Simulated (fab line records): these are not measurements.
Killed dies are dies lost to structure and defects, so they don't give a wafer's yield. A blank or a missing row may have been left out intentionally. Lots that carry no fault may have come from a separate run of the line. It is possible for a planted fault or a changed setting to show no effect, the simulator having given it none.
Which tool was responsible? :: flow n5_finfet :: 30 wafers from 10 lots sampled at 3 of the route's 1938 steps

WHAT EACH GAUGE READ, for each wafer
N5_BEOL_M13_CD_MEAS_10: the cd target is 190 nm.
lot: L819
measured: day 10 15:12
on: cd_sem-01
cd_nm (nm): 191.3 190.2 190.2

lot: L824
measured: day 12 13:29
on: cd_sem-01
cd_nm (nm): 190.8 190.9 190.9

lot: L825
measured: day 12 14:17
on: cd_sem-01
cd_nm (nm): 189.3 188.7 190.8

lot: L829
measured: day 13 02:41
on: cd_sem-02
cd_nm (nm): 189.5 190.4 188.4

lot: L831
measured: day 13 13:26
on: cd_sem-03
cd_nm (nm): 187.8 189.2 189.2

lot: L833
measured: day 14 20:38
on: cd_sem-01
cd_nm (nm): 188.2 189.5 188.4

lot: L834
measured: day 14 23:55
on: cd_sem-01
cd_nm (nm): 189.5 188.9 190.3

lot: L840
measured: day 16 01:04
on: cd_sem-01
cd_nm (nm): 191.2 190.9 192.3

lot: L842
measured: day 16 12:22
on: cd_sem-02
cd_nm (nm): 188.0 188.2 189.3

lot: L841
measured: day 17 06:01
on: cd_sem-01
cd_nm (nm): 189.4 188.3 188.8

N5_BEOL_M13_INSPECT_30: inspects for defects (macro).
lot: L819
measured: day 10 16:12
on: defect_inspect-02
raw_defect_count: 2 3 0

lot: L824
measured: day 12 14:44
on: defect_inspect-02
raw_defect_count: 0 1 4

lot: L825
measured: day 12 15:16
on: defect_inspect-02
raw_defect_count: 3 2 1

lot: L829
measured: day 13 03:44
on: defect_inspect-01
raw_defect_count: 5 0 2

lot: L831
measured: day 13 14:26
on: defect_inspect-02
raw_defect_count: >300 4 2

lot: L833
measured: day 14 21:45
on: defect_inspect-02
raw_defect_count: >300 >300 5

lot: L834
measured: day 15 01:02
on: defect_inspect-01
raw_defect_count: >300 3 4

lot: L840
measured: day 16 02:27
on: defect_inspect-01
raw_defect_count: 3 2 1

lot: L842
measured: day 16 13:49
on: defect_inspect-01
raw_defect_count: 3 2 1

lot: L841
measured: day 17 07:08
on: defect_inspect-02
raw_defect_count: 2 3 1

TOOL THAT RAN EACH LOT (tool first, then ch and the chambers of the sampled wafers, then the start)
lot: L819
N5_BEOL_M13_STRIP_63: plasma_asher-02 ch 0,1, day 10 15:37

lot: L824
N5_BEOL_M13_STRIP_63: plasma_asher-02 ch 0,1, day 12 14:02

lot: L825
N5_BEOL_M13_STRIP_63: plasma_asher-01 ch 0,1, day 12 14:43

lot: L829
N5_BEOL_M13_STRIP_63: plasma_asher-02 ch 0,1, day 13 03:07

lot: L831
N5_BEOL_M13_STRIP_63: plasma_asher-02 ch 0,1, day 13 13:51

lot: L833
N5_BEOL_M13_STRIP_63: plasma_asher-02 ch 0,1, day 14 21:02

lot: L834
N5_BEOL_M13_STRIP_63: plasma_asher-02 ch 0,1, day 15 00:20

lot: L840
N5_BEOL_M13_STRIP_63: plasma_asher-01 ch 0,1, day 16 01:45

lot: L842
N5_BEOL_M13_STRIP_63: plasma_asher-01 ch 0,1, day 16 13:07

lot: L841
N5_BEOL_M13_STRIP_63: plasma_asher-01 ch 0,1, day 17 06:27
- N5_BEOL_M13_STRIP_63: strips in N2/H2.

AS READ BY THE TOOLS THEMSELVES (means over the sampled wafers that have a number; for cases with no such wafer, the mark the record gives instead)
N5_BEOL_M13_STRIP_63.
lot: L819
tool: plasma_asher-02
drypump_motor_current_A (A): 5.9
heater_power_w (W): 302
oes_product_au (a.u.): 0.674
strip_time_to_endpoint_s (s): 27.7

lot: L824
tool: plasma_asher-02
drypump_motor_current_A (A): 5.9
heater_power_w (W): 304
oes_product_au (a.u.): 0.674
strip_time_to_endpoint_s (s): 28.5

lot: L825
tool: plasma_asher-01
drypump_motor_current_A (A): 5.4
heater_power_w (W): 341
oes_product_au (a.u.): 0.673
strip_time_to_endpoint_s (s): 26.8

lot: L829
tool: plasma_asher-02
drypump_motor_current_A (A): 5.9
heater_power_w (W): 310
oes_product_au (a.u.): 0.671
strip_time_to_endpoint_s (s): 26.8

lot: L831
tool: plasma_asher-02
drypump_motor_current_A (A): 5.9
heater_power_w (W): 302
oes_product_au (a.u.): 0.679
strip_time_to_endpoint_s (s): 27.5

lot: L833
tool: plasma_asher-02
drypump_motor_current_A (A): 6.0
heater_power_w (W): 313
oes_product_au (a.u.): 0.671
strip_time_to_endpoint_s (s): 27.0

lot: L834
tool: plasma_asher-02
drypump_motor_current_A (A): 5.9
heater_power_w (W): 303
oes_product_au (a.u.): 0.678
strip_time_to_endpoint_s (s): 28.1

lot: L840
tool: plasma_asher-01
drypump_motor_current_A (A): 5.3
heater_power_w (W): 366
oes_product_au (a.u.): 0.670
strip_time_to_endpoint_s (s): 26.6

lot: L842
tool: plasma_asher-01
drypump_motor_current_A (A): 5.3
heater_power_w (W): 364
oes_product_au (a.u.): 0.675
strip_time_to_endpoint_s (s): 27.3

lot: L841
tool: plasma_asher-01
drypump_motor_current_A (A): 5.4
heater_power_w (W): 349
oes_product_au (a.u.): 0.666
strip_time_to_endpoint_s (s): 27.3

THE ANSWER, worked out from the rows above alone
Rule: what is usual is taken from the lots themselves. Put in order of their means at a reading, lots are off if they are a third of the lots or fewer, leave a main group of 4 or more, and stand apart from it by a gap of 3 or more times the standard deviation of the main group's means; of several such gaps the widest counts. A main group is skipped when, at the precision printed for the reading in the tables above, its means are all equal. A lot without any number at a reading at which 4 lots or more have one is off too. All remaining lots with rows at the step are treated as sound. After the gauges, taken in route order, come the tools' own readings; for these a lot's mean is taken, as printed above. The first step at which some lot is off is used, and at that step the reading that is off furthest; a lot without a number counts as furthest.
No lot is off on any of the readings shown, so nothing can be concluded from this.

WHAT THE SIMULATOR HAD PUT IN
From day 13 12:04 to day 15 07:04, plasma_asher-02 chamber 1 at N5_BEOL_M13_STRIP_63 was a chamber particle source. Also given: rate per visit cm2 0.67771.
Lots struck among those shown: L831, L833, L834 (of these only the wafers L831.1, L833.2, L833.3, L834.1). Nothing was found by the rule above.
